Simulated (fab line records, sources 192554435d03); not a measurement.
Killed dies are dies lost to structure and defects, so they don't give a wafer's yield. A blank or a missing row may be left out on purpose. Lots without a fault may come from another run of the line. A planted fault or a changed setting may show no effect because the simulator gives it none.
A struck lot beside a sound one | flow n5_finfet | 40 steps out of a route of 1938
Sound: wafers L992.2, L992.3, L992.4. Struck: wafers L101.1, L101.2, L101.6. The cause comes at the end.
At each step with rows: each side's tool, then ch and its chambers, then its first start. Under that, the readings that differ: sound wafers | struck wafers | difference of the means | sigmas: that difference in standard deviations of wafers without a fault.
alike: readings whose means differ by less than 2 such deviations, and words and numbers that are the same on both sides. not compared: withheld readings, readings that some wafer has no value for, bounds like >300 that may hide the same value, and numbers for which the record gives no deviation and whose values overlap.
The two part at a step that has a row with sigmas, a row that says differs or no value, or rows on one side only. Numbers that don't overlap but have no deviation are shown without sigmas and don't part them. A reading that every wafer of one side lacks parts them only if that side has two wafers or more.

first, 4 steps without rows for these wafers: N5_BEOL_M3_SPUTTER_79 (material Cu, target thk 4.5 nm, time 8.29 s); N5_BEOL_M3_ANNEAL_80 (time 240 s); N5_BEOL_M3_SPUTTER_81 (material Cu, target thk 4.5 nm, time 8.29 s); N5_BEOL_M3_ANNEAL_82 (time 240 s).
N5_BEOL_M3_SPUTTER_86: material Cu, target thk 4.5 nm, time 8.29 s.
  sound on pvd_sputter-01, day 7 21:02; struck on pvd_sputter-02, day 9 18:51
  alike: chuck_gas_flow_sccm, chuck_sensor_temp_C, throttle_valve_pct
then, 1 step without rows for these wafers: N5_BEOL_M3_ANNEAL_87 (time 240 s).
N5_BEOL_M3_SPUTTER_88: material Cu, target thk 4.5 nm, time 8.29 s.
  sound on pvd_sputter-01, day 7 21:17; struck on pvd_sputter-02, day 9 19:04
  alike: chuck_gas_flow_sccm, chuck_sensor_temp_C, throttle_valve_pct
then, 5 steps without rows for these wafers: N5_BEOL_M3_ANNEAL_89 (time 240 s); N5_BEOL_M3_SPUTTER_90 (material Cu, target thk 4.5 nm, time 8.29 s); N5_BEOL_M3_ANNEAL_91 (time 240 s); N5_BEOL_M3_SPUTTER_92 (material Cu, target thk 4.5 nm, time 8.29 s); N5_BEOL_M3_ANNEAL_93 (time 240 s).
N5_BEOL_M3_SPUTTER_94: material Cu, target thk 4.5 nm, time 8.29 s.
  sound on pvd_sputter-01, day 7 22:02; struck on pvd_sputter-02, day 10 00:21
  alike: chuck_gas_flow_sccm, chuck_sensor_temp_C, throttle_valve_pct
then, 3 steps without rows for these wafers: N5_BEOL_M3_ANNEAL_95 (time 240 s); N5_BEOL_M3_SPUTTER_96 (material Cu, target thk 4.5 nm, time 8.29 s); N5_BEOL_M3_ECD_50 (material Cu, target thk 300 nm).
N5_BEOL_M3_ANNEAL_51: time 90 s.
  sound on rtp_anneal-02 ch 0, day 7 23:50; struck on rtp_anneal-02 ch 0, day 10 00:46
  alike: wafer_temp_C_max
then, 1 step without rows for these wafers: N5_BEOL_M3_CMP_52 (polishes, stops on SiOC, t overpolish 6.8 s, target thk 40 nm).
N5_BEOL_M3_PRE_CLEAN_60: time 15 s.
  sound on cvd_co-02 ch 0,1,2, day 8 00:25; struck on cvd_co-01 ch 0,1,2, day 10 01:41
  alike: heater_power_w
then, 3 steps without rows for these wafers: N5_BEOL_M3_CO_CAP_55 (material Co, precursor CCTBA/H2, target thk 2 nm, time 102.1 s); N5_BEOL_M3_PRE_CLEAN_56 (time 15 s); N5_BEOL_M3_DEP_57 (deposits SiCN from 3MS/NH3, target thk 8 nm, time 14 s).
N5_BEOL_M3_RS_MEAS_58: measures by four-point-probe.
  sound on film_metro-02, day 8 00:38; struck on film_metro-02, day 10 01:54
  alike: M3_RS
then, 1 step without rows for these wafers: N5_BEOL_M4_ILD_DEP_00 (deposits SiOC from DEMS/O2, target thk 79 nm, time 15.3 s).
N5_BEOL_M4_THK_MEAS_01:
  sound on film_metro-01, day 8 00:46; struck on film_metro-01, day 10 02:02
  alike: M4_ILD_THK
N5_BEOL_M4_PECVD_72: deposits SiO2 from TEOS/O2, target thk 16 nm, time 18 s.
  sound on pecvd-02 ch 0,1,2, day 8 00:49; struck on pecvd-03 ch 0,1,2, day 10 02:04
  alike: heater_power_w, showerhead_plenum_p_Torr, throttle_valve_pct
then, 10 steps without rows for these wafers: N5_BEOL_M4_HM_DEP_02 (deposits TiN, target thk 20 nm); N5_BEOL_M4_COAT_61 (time 60 s, resist thk 60 nm); N5_BEOL_M4_COAT_62 (time 60 s, resist thk 12 nm); N5_BEOL_M4_COAT_73 (time 60 s, resist thk 5 nm); N5_BEOL_M4_COAT_05 (resist thk 30 nm); N5_BEOL_M4_EBR_07; N5_BEOL_M4_SOFTBAKE_06 (time 60 s); N5_BEOL_M4_EXPOSE_08 (exposes mask M4); N5_BEOL_M4_PEB_09 (peb time 60 s); N5_BEOL_M4_DEVELOP_10 (develop time 30 s).
N5_BEOL_M4_CD_MEAS_11: target cd 16.79 nm.
  sound on cd_sem-02 ch 0, day 8 02:07; struck on cd_sem-01 ch 0, day 10 03:52
  alike: cd_nm
N5_BEOL_M4_OVL_MEAS_12:
  sound on overlay-01 ch 0, day 8 02:09; struck on overlay-02 ch 0, day 10 03:53
  alike: M4_OVL
then, 1 step without rows for these wafers: N5_BEOL_M4_DESCUM_16 (chemistry O2, time 7 s).
-- the record jumps here: 5 days lie between the struck wafers' starts before and after (it left off in module BEOL_M4 and takes up again in module PASSIVATION, whose first step shown is number 1936 of the route) --
N5_PASSIVATION_PROBE_49:
  sound on prober-01, day 13 02:56; struck on prober-02, day 15 09:25
  reading                  | sound          | struck         | difference | sigmas
  defect_limited_yield (%) | 91.6 92.1 92.7 | 82.2 83.1 84.4 | -8.9       | -6
  killed_at_M0_to_M3       | 39 41 32       | 135 136 135    | +98        | +10
  killed_dies              | 99 93 86       | 210 199 184    | +105       | +7
  sort_bin_5_function (%)  | 3.7 4.7 5.3    | 12.0 10.8 10.0 | +6.4       | +7
  sort_n_pass              | 1081 1087 1091 | 970 981 996    | -104       | -6
  sort_yield_pct (%)       | 91.6 92.1 92.5 | 82.2 83.1 84.4 | -8.8       | -6
  alike: killed_at_M4_up, killed_at_contacts, killed_at_front_end, killed_at_other, killed_open, killed_short, sort_bin_4_leakage, sort_bin_6_memory, sort_bin_8_speed

WHERE THEY PART
Only at N5_PASSIVATION_PROBE_49, within this record.

WHY: what the simulator had put in
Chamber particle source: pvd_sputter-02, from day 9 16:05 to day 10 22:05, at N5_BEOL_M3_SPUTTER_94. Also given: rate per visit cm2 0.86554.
